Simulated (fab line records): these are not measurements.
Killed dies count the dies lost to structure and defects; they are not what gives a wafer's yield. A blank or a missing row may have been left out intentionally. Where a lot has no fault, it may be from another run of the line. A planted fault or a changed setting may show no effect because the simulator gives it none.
fab line records + flow n5Finfet + part 2 of 2: steps 5 to 6 of 6
record:
- lots: 22
- wafers: 66
- lastDay: 20
route steps=1938 shown FIN_CUT@163 DUMMY_GATE@232 SPACER0@260
lots with no fault: from the same line, run without faults
startH: hours from the record's first day to the start of the lot's first wafer shown + waitH: time in hours since the lot's previous step + " as in the row above + L1.1+2: one row covering several wafers at once + - no value, or no start given + * or withheld: withheld + < > ~ a bound
route shown NAME@n: a module of which the file shows steps, and the number in the route of the first + usual: mean/standard deviation taken from wafers without a fault + same: alike in all rows + chamber/n: place in a boat + sites: the reading at each site + _std_site: standard deviation across them + _edge_site: outer sites' mean less inner sites' + radiusMm: for every site, how far away it sits from the centre of the wafer + mask NAME#n: copy n + behind: the last tool/chamber to shape the wafer + hold: cause of the lot's hold/its duration in hours/its outcome + device: transistor that didn't switch, given as n, p or np + end of line: the route-end tests of the same wafers + where a step has no rows: the recipe by itself + killed: dies that structure and defects cost at the first sort, which is not the same as the wafer's yield + map: dies across one wafer; x = killed, . = not, _ = none there
set.NAME: the run value of the setting; set.NAME@STEP: its run value at that earlier step + model.NAME: the simulator's own value behind a step, which no gauge read
steps of the route over a sample of lots; a table a step, a row a wafer
services: when a tool's chamber went out of use (startH, in hours from the record's first day, below 0 if earlier), for how many hours, and the reason
== steps ==
step: N5_DUMMY_GATE_ETCH_42
recipe:
- chemistry: CHF3/O2
- target: SiO2
- targetDepthA: 35
- timeS: 31
- ionEnergyEv: 30
- biasW: 12
- pressureMtorr: 30
- sourceW: 600
- Ar_flow_sccm: 200
- CHF3_flow_sccm: 50
- O2_flow_sccm: 5
usual:
- biasW: 12.01/0.038
- drypumpMotorCurrentA: 5.6/0.34
- oes_o_777_au: 0.81/0.083
- oesProductAu: 0.80/0.083
- rfFwdPowerW: 593.5/2.4
- rfVppV: 42.2/1.2
- showerheadPlenumPTorr: 2.41/0.089
- throttleValvePct: 18.78/0.19
same:
- timeS: 31
| lot.wafer | tool       | chamber | startH | waitH | biasW | drypumpMotorCurrentA | oes_o_777_au | oesProductAu | rfFwdPowerW | rfHoursCounterH | rfVppV | showerheadPlenumPTorr | throttleValvePct |
|-----------|------------|---------|--------|-------|-------|----------------------|--------------|--------------|-------------|-----------------|--------|-----------------------|------------------|
| L074.2    | rieDiel-06 | 3       | 48.78  | 0.0   | 11.97 | 5.8                  | 0.72         | 0.73         | 595.3       | 160             | 41.8   | 2.41                  | 18.93            |
| L074.3    | "          | 0       | "      | "     | 11.97 | 5.5                  | 0.73         | 0.68         | 595.0       | 236             | 42.1   | 2.37                  | 18.69            |
| L074.5    | "          | 3       | "      | "     | 11.97 | 5.8                  | 0.72         | 0.74         | 595.4       | -               | 41.0   | 2.41                  | 18.91            |
| L075.3    | rieDiel-06 | 0       | 60.01  | 0.0   | 12.02 | 5.5                  | 0.72         | 0.68         | 591.7       | 240             | 41.2   | 2.37                  | 18.70            |
| L075.5    | "          | 3       | "      | "     | 11.97 | 5.8                  | 0.71         | 0.73         | 594.4       | -               | 41.9   | 2.41                  | 18.93            |
| L075.6    | "          | 2       | "      | "     | 11.98 | 5.9                  | 0.86         | 0.83         | 594.0       | -               | 41.9   | 2.25                  | 18.68            |
| L076.1    | rieDiel-06 | 2       | 64.38  | 0.0   | 12.03 | 5.9                  | 0.86         | 0.83         | 592.7       | 70              | 42.4   | 2.25                  | 18.68            |
| L076.4    | "          | 1       | "      | "     | 12.04 | 5.3                  | 0.88         | 0.89         | 593.2       | 29              | 43.4   | 2.48                  | 18.88            |
| L076.5    | "          | 1       | "      | "     | 12.03 | 5.4                  | 0.88         | 0.89         | 592.6       | -               | 41.8   | 2.48                  | 18.86            |
| L078.1    | rieDiel-03 | 3       | 71.90  | 0.0   | 12.08 | 4.9                  | 0.78         | 0.77         | 597.8       | 145             | 42.3   | 2.51                  | 19.06            |
| L078.3    | "          | 2       | "      | "     | 12.01 | 5.4                  | 0.75         | 0.71         | 595.8       | 186             | 41.9   | 2.50                  | 18.88            |
| L078.6    | "          | 0       | "      | "     | 12.04 | 6.0                  | 0.94         | 0.95         | 593.5       | -               | 40.3   | 2.46                  | 18.59            |
| L079.1    | rieDiel-03 | 3       | 79.10  | 0.0   | 12.01 | 4.9                  | 0.77         | 0.77         | 594.7       | 147             | 42.6   | 2.51                  | 19.08            |
| L079.4    | "          | 2       | "      | "     | 12.02 | 5.4                  | 0.75         | 0.71         | 597.5       | 188             | 43.0   | 2.50                  | 18.88            |
| L079.6    | "          | 2       | "      | "     | 12.02 | 5.4                  | 0.74         | 0.71         | 599.1       | -               | 43.8   | 2.50                  | 18.90            |
| L080.1    | rieDiel-03 | 3       | 84.36  | 0.0   | 12.02 | 4.9                  | 0.77         | 0.76         | 594.6       | 149             | 43.3   | 2.51                  | 19.05            |
| L080.3    | "          | 1       | "      | "     | 12.06 | 6.4                  | 0.81         | 0.78         | 595.1       | 130             | 42.9   | 2.42                  | 18.75            |
| L080.6    | "          | 3       | "      | "     | 12.02 | 4.9                  | 0.78         | 0.76         | 596.5       | -               | 42.2   | 2.51                  | 19.06            |
| L081.2    | rieDiel-06 | 2       | 90.21  | 0.0   | 12.02 | 5.9                  | 0.85         | 0.82         | 594.2       | 77              | 41.1   | 2.25                  | 18.68            |
| L081.3    | "          | 0       | "      | "     | 12.03 | 5.5                  | 0.71         | 0.66         | 592.3       | 249             | 40.9   | 2.37                  | 18.72            |
| L081.4    | "          | 3       | "      | "     | 12.04 | 5.8                  | 0.71         | 0.72         | 592.0       | 172             | 43.7   | 2.40                  | 18.94            |
| L082.2    | rieDiel-02 | 0       | 95.97  | 0.0   | 11.98 | 5.5                  | 0.83         | 0.82         | 592.1       | 80              | 41.1   | 2.34                  | 18.55            |
| L082.4    | "          | 3       | "      | "     | 12.00 | 5.6                  | 0.72         | 0.76         | 594.5       | 172             | 40.5   | 2.29                  | 18.82            |
| L082.5    | "          | 0       | "      | "     | 11.99 | 5.5                  | 0.83         | 0.83         | 593.3       | -               | 40.2   | 2.34                  | 18.57            |
| L083.2    | rieDiel-06 | 3       | 103.83 | 0.0   | 11.99 | 5.8                  | 0.71         | 0.71         | 596.0       | 179             | 42.9   | 2.40                  | 18.96            |
| L083.5    | "          | 2       | "      | "     | 12.05 | 5.9                  | 0.84         | 0.81         | 594.2       | -               | 41.4   | 2.24                  | 18.70            |
| L083.6    | "          | 3       | "      | "     | 12.03 | 5.8                  | 0.70         | 0.71         | 595.2       | -               | 40.9   | 2.40                  | 18.95            |
| L084.1    | rieDiel-06 | 1       | 108.74 | 0.0   | 12.05 | 5.4                  | 0.86         | 0.87         | 590.7       | 45              | 43.2   | 2.47                  | 18.89            |
| L084.4    | "          | 1       | "      | "     | 11.99 | 5.4                  | 0.86         | 0.86         | 590.1       | -               | 42.6   | 2.47                  | 18.88            |
| L084.6    | "          | 2       | "      | "     | 12.07 | 5.8                  | 0.84         | 0.81         | 593.9       | -               | 40.1   | 2.24                  | 18.71            |
| L086.2    | rieDiel-03 | 2       | 122.45 | 0.0   | 12.00 | 5.4                  | 0.74         | 0.70         | 592.4       | 202             | 42.9   | 2.49                  | 18.90            |
| L086.4    | "          | 0       | "      | "     | 12.02 | 6.0                  | 0.89         | 0.89         | 589.5       | -               | 40.7   | 2.45                  | 18.61            |
| L086.6    | "          | 2       | "      | "     | 12.01 | 5.4                  | 0.73         | 0.71         | 592.8       | -               | 42.0   | 2.49                  | 18.92            |
| L087.1    | rieDiel-06 | 2       | 125.36 | 0.0   | 12.02 | 5.9                  | 0.83         | 0.80         | 593.8       | 90              | 41.2   | 2.24                  | 18.71            |
| L087.2    | "          | 1       | "      | "     | 11.97 | 5.4                  | 0.85         | 0.85         | 591.5       | 50              | 44.5   | 2.47                  | 18.90            |
| L087.4    | "          | 3       | "      | "     | 11.93 | 5.8                  | 0.70         | 0.71         | 598.1       | 185             | 42.4   | 2.40                  | 18.97            |
| L088.1    | rieDiel-06 | 2       | 130.36 | 0.0   | 11.91 | 5.8                  | 0.83         | 0.80         | 590.6       | 92              | 40.1   | 2.24                  | 18.71            |
| L088.2    | "          | 3       | "      | "     | 12.00 | 5.8                  | 0.69         | 0.71         | 590.0       | 186             | 42.9   | 2.40                  | 18.97            |
| L088.6    | "          | 0       | "      | "     | 11.96 | 5.5                  | 1.03         | 0.99         | 589.9       | -               | 42.5   | 2.36                  | 18.34            |
| L089.1    | rieDiel-06 | 2       | 137.40 | 0.1   | 12.03 | 5.8                  | 0.83         | 0.81         | 595.6       | 94              | 41.6   | 2.24                  | 18.72            |
| L089.2    | "          | 3       | "      | "     | 11.93 | 5.8                  | 0.70         | 0.71         | 593.5       | 188             | 42.3   | 2.40                  | 18.98            |
| L089.6    | "          | 1       | "      | "     | 11.94 | 5.4                  | 0.84         | 0.85         | 590.7       | -               | 44.5   | 2.47                  | 18.91            |
| L090.1    | rieDiel-02 | 1       | 142.06 | 0.0   | 12.07 | 5.4                  | 0.86         | 0.87         | 594.2       | 54              | 43.3   | 2.55                  | 18.55            |
| L090.3    | "          | 3       | "      | "     | 12.01 | 5.7                  | 0.71         | 0.74         | 596.4       | 186             | 40.8   | 2.28                  | 18.85            |
| L090.5    | "          | 0       | "      | "     | 11.99 | 5.5                  | 0.83         | 0.81         | 591.1       | -               | 40.9   | 2.33                  | 18.58            |
| L091.1    | rieDiel-03 | 0       | 150.37 | 0.1   | 12.05 | 6.0                  | 0.87         | 0.87         | 592.5       | 25              | 43.1   | 2.45                  | 18.62            |
| L091.4    | "          | 1       | "      | "     | 12.00 | 6.5                  | 0.81         | 0.78         | 593.2       | 144             | 41.9   | 2.41                  | 18.79            |
| L091.5    | "          | 1       | "      | "     | 12.06 | 6.4                  | 0.80         | 0.77         | 597.3       | -               | 42.1   | 2.41                  | 18.79            |
| L092.1    | rieDiel-02 | 2       | 154.82 | 0.0   | 12.03 | 5.6                  | 0.80         | 0.76         | 593.3       | 172             | 42.3   | 2.41                  | 18.81            |
| L092.3    | "          | 0       | "      | "     | 12.00 | 5.5                  | 0.82         | 0.81         | 591.3       | 92              | 40.5   | 2.33                  | 18.60            |
| L092.5    | "          | 0       | "      | "     | 12.03 | 5.5                  | 0.82         | 0.82         | 591.7       | -               | 41.0   | 2.33                  | 18.59            |
| L093.3    | rieDiel-03 | 0       | 160.90 | 0.0   | 11.98 | 6.0                  | 0.87         | 0.88         | 594.6       | 28              | 42.2   | 2.45                  | 18.63            |
| L093.4    | "          | 2       | "      | "     | 12.01 | 5.4                  | 0.72         | 0.70         | 593.0       | 212             | 44.4   | 2.49                  | 18.92            |
| L093.6    | "          | 2       | "      | "     | 12.02 | 5.4                  | 0.72         | 0.69         | 594.8       | -               | 43.8   | 2.49                  | 18.93            |
| L094.4    | rieDiel-06 | 3       | 167.67 | 0.2   | 12.05 | 5.8                  | 0.69         | 0.71         | 595.5       | 194             | 41.8   | 2.40                  | 18.99            |
| L094.5    | "          | 2       | "      | "     | 12.02 | 5.8                  | 0.82         | 0.79         | 594.1       | -               | 40.5   | 2.24                  | 18.73            |
| L094.6    | "          | 1       | "      | "     | 12.05 | 5.3                  | 0.83         | 0.84         | 591.9       | -               | 43.7   | 2.47                  | 18.92            |
| L095.2    | rieDiel-06 | 0       | 171.76 | 0.0   | 11.97 | 5.5                  | 0.98         | 0.96         | 591.6       | 16              | 41.5   | 2.36                  | 18.38            |
| L095.4    | "          | 1       | "      | "     | 12.02 | 5.4                  | 0.83         | 0.85         | 590.6       | 62              | 43.8   | 2.47                  | 18.92            |
| L095.5    | "          | 2       | "      | "     | 12.05 | 5.8                  | 0.82         | 0.80         | 593.9       | -               | 42.0   | 2.24                  | 18.74            |
| L096.2    | rieDiel-02 | 1       | 184.01 | 0.1   | 12.07 | 5.4                  | 0.85         | 0.85         | 592.7       | 65              | 42.8   | 2.54                  | 18.54            |
| L096.3    | "          | 3       | "      | "     | 12.10 | 5.7                  | 0.71         | 0.73         | 597.5       | 198             | 41.0   | 2.28                  | 18.88            |
| L096.4    | "          | 2       | "      | "     | 12.01 | 5.5                  | 0.79         | 0.75         | 593.0       | 178             | 42.5   | 2.40                  | 18.81            |
| L097.1    | rieDiel-03 | 3       | 188.25 | 0.2   | 11.99 | 4.9                  | 0.75         | 0.76         | 594.7       | 177             | 43.8   | 2.50                  | 19.11            |
| L097.4    | "          | 0       | "      | "     | 11.96 | 6.0                  | 0.86         | 0.87         | 594.3       | 35              | 41.8   | 2.45                  | 18.64            |
| L097.6    | "          | 3       | "      | "     | 12.02 | 4.9                  | 0.76         | 0.76         | 596.1       | -               | 42.8   | 2.50                  | 19.10            |
step: N5_SPACER0_ALD_08
recipe:
- material: SiNx
- targetThkA: 20
- tempC: 400
- aldPrecursorFamily: SiH2I2
- aldCoReactant: N2/H2-plasma
- pressureTorr: 2
usual:
- heaterPowerW: 809/79
| lot.wafer | tool      | chamber | startH | waitH | heaterPowerW |
|-----------|-----------|---------|--------|-------|--------------|
| L074.2    | aldSin-02 | 3       | 49.46  | 0.1   | 874          |
| L074.3    | "         | 2       | "      | "     | 742          |
| L074.5    | "         | 3       | "      | "     | 875          |
| L075.3    | aldSin-01 | 0       | 61.53  | 0.1   | 731          |
| L075.5    | "         | 0       | "      | "     | 723          |
| L075.6    | "         | 3       | "      | "     | 724          |
| L076.1    | aldSin-01 | 0       | 65.46  | 0.1   | 724          |
| L076.4    | "         | 2       | "      | "     | 773          |
| L076.5    | "         | 0       | "      | "     | 724          |
| L078.1    | aldSin-02 | 2       | 72.59  | 0.1   | 775          |
| L078.3    | "         | 1       | "      | "     | 930          |
| L078.6    | "         | 1       | "      | "     | 912          |
| L079.1    | aldSin-01 | 1       | 79.81  | 0.1   | 788          |
| L079.4    | "         | 2       | "      | "     | 793          |
| L079.6    | "         | 2       | "      | "     | 779          |
| L080.1    | aldSin-02 | 1       | 85.60  | 0.1   | 923          |
| L080.3    | "         | 0       | "      | "     | 720          |
| L080.6    | "         | 0       | "      | "     | 714          |
| L081.2    | aldSin-02 | 3       | 91.35  | 0.1   | 865          |
| L081.3    | "         | 0       | "      | "     | 705          |
| L081.4    | "         | 2       | "      | "     | 756          |
| L082.2    | aldSin-01 | 0       | 96.66  | 0.1   | 694          |
| L082.4    | "         | 1       | "      | "     | 790          |
| L082.5    | "         | 3       | "      | "     | 741          |
| L083.2    | aldSin-03 | 1       | 106.30 | 0.1   | 826          |
| L083.5    | "         | 0       | "      | "     | 765          |
| L083.6    | "         | 3       | "      | "     | 927          |
| L084.1    | aldSin-03 | 1       | 109.43 | 0.1   | 794          |
| L084.4    | "         | 3       | "      | "     | 915          |
| L084.6    | "         | 0       | "      | "     | 787          |
| L086.2    | aldSin-02 | 3       | 123.14 | 0.1   | 870          |
| L086.4    | "         | 0       | "      | "     | 722          |
| L086.6    | "         | 3       | "      | "     | 873          |
| L087.1    | aldSin-01 | 3       | 126.05 | 0.1   | 741          |
| L087.2    | "         | 2       | "      | "     | 768          |
| L087.4    | "         | 1       | "      | "     | 794          |
| L088.1    | aldSin-03 | 0       | 131.24 | 0.1   | 764          |
| L088.2    | "         | 1       | "      | "     | 811          |
| L088.6    | "         | 3       | "      | "     | 942          |
| L089.1    | aldSin-03 | 1       | 138.15 | 0.1   | 822          |
| L089.2    | "         | 3       | "      | "     | 957          |
| L089.6    | "         | 1       | "      | "     | 803          |
| L090.1    | aldSin-01 | 2       | 142.97 | 0.1   | 775          |
| L090.3    | "         | 0       | "      | "     | 732          |
| L090.5    | "         | 3       | "      | "     | 721          |
| L091.1    | aldSin-01 | 1       | 151.06 | 0.1   | 780          |
| L091.4    | "         | 3       | "      | "     | 718          |
| L091.5    | "         | 3       | "      | "     | 718          |
| L092.1    | aldSin-01 | 3       | 155.92 | 0.1   | 726          |
| L092.3    | "         | 2       | "      | "     | 774          |
| L092.5    | "         | 1       | "      | "     | 792          |
| L093.3    | aldSin-01 | 0       | 162.16 | 0.1   | 711          |
| L093.4    | "         | 3       | "      | "     | 736          |
| L093.6    | "         | 1       | "      | "     | 785          |
| L094.4    | aldSin-02 | 2       | 168.35 | 0.1   | 766          |
| L094.5    | "         | 3       | "      | "     | 876          |
| L094.6    | "         | 2       | "      | "     | 792          |
| L095.2    | aldSin-03 | 2       | 172.45 | 0.1   | 956          |
| L095.4    | "         | 0       | "      | "     | 788          |
| L095.5    | "         | 0       | "      | "     | 778          |
| L096.2    | aldSin-02 | 3       | 184.70 | 0.1   | 847          |
| L096.3    | "         | 2       | "      | "     | 796          |
| L096.4    | "         | 1       | "      | "     | 940          |
| L097.1    | aldSin-03 | 2       | 189.77 | 0.1   | 956          |
| L097.4    | "         | 0       | "      | "     | 788          |
| L097.6    | "         | 3       | "      | "     | 921          |
== services ==
| tool       | chamber | startH | hours | kind                        |
|------------|---------|--------|-------|-----------------------------|
| rieDiel-02 | 1       | 6.16   | 3.1   | repair                      |
| rieDiel-03 | 3       | 22.47  | 5.6   | repair                      |
| rieDiel-03 | -       | 24.05  | 0.2   | repair                      |
| aldSin-03  | -       | 37.80  | 6.1   | pm                          |
| rieDiel-03 | 0       | 40.63  | -     | clean                       |
| rieDiel-03 | 0       | 40.63  | -     | consumableReplace:focusRing |
| rieDiel-03 | 0       | 40.63  | 23.0  | scheduledDown               |
| rieDiel-03 | 0       | 40.63  | 23.0  | ventCycle                   |
| rieDiel-06 | -       | 46.09  | 0.8   | repair                      |
| aldSin-03  | -       | 49.82  | 1.2   | repair                      |
| aldSin-03  | 3       | 72.07  | 1.9   | repair                      |
| aldSin-02  | 0       | 73.26  | 3.7   | repair                      |
| aldSin-02  | -       | 74.93  | 0.8   | pm                          |
| rieDiel-06 | 0       | 92.05  | -     | clean                       |
| rieDiel-02 | 2       | 105.66 | 4.1   | repair                      |
| rieDiel-02 | 0       | 109.46 | 16.2  | repair                      |
| rieDiel-02 | 3       | 114.40 | 6.5   | repair                      |
| rieDiel-03 | 1       | 114.46 | 10.7  | repair                      |
| aldSin-02  | 0       | 137.06 | 5.4   | repair                      |
| rieDiel-03 | 3       | 139.89 | 3.5   | repair                      |
| aldSin-02  | 3       | 141.38 | 19.9  | repair                      |
| rieDiel-02 | 2       | 162.48 | 6.6   | repair                      |
| rieDiel-06 | 3       | 163.11 | 4.1   | repair                      |
| aldSin-01  | -       | 176.75 | 14.0  | pm                          |
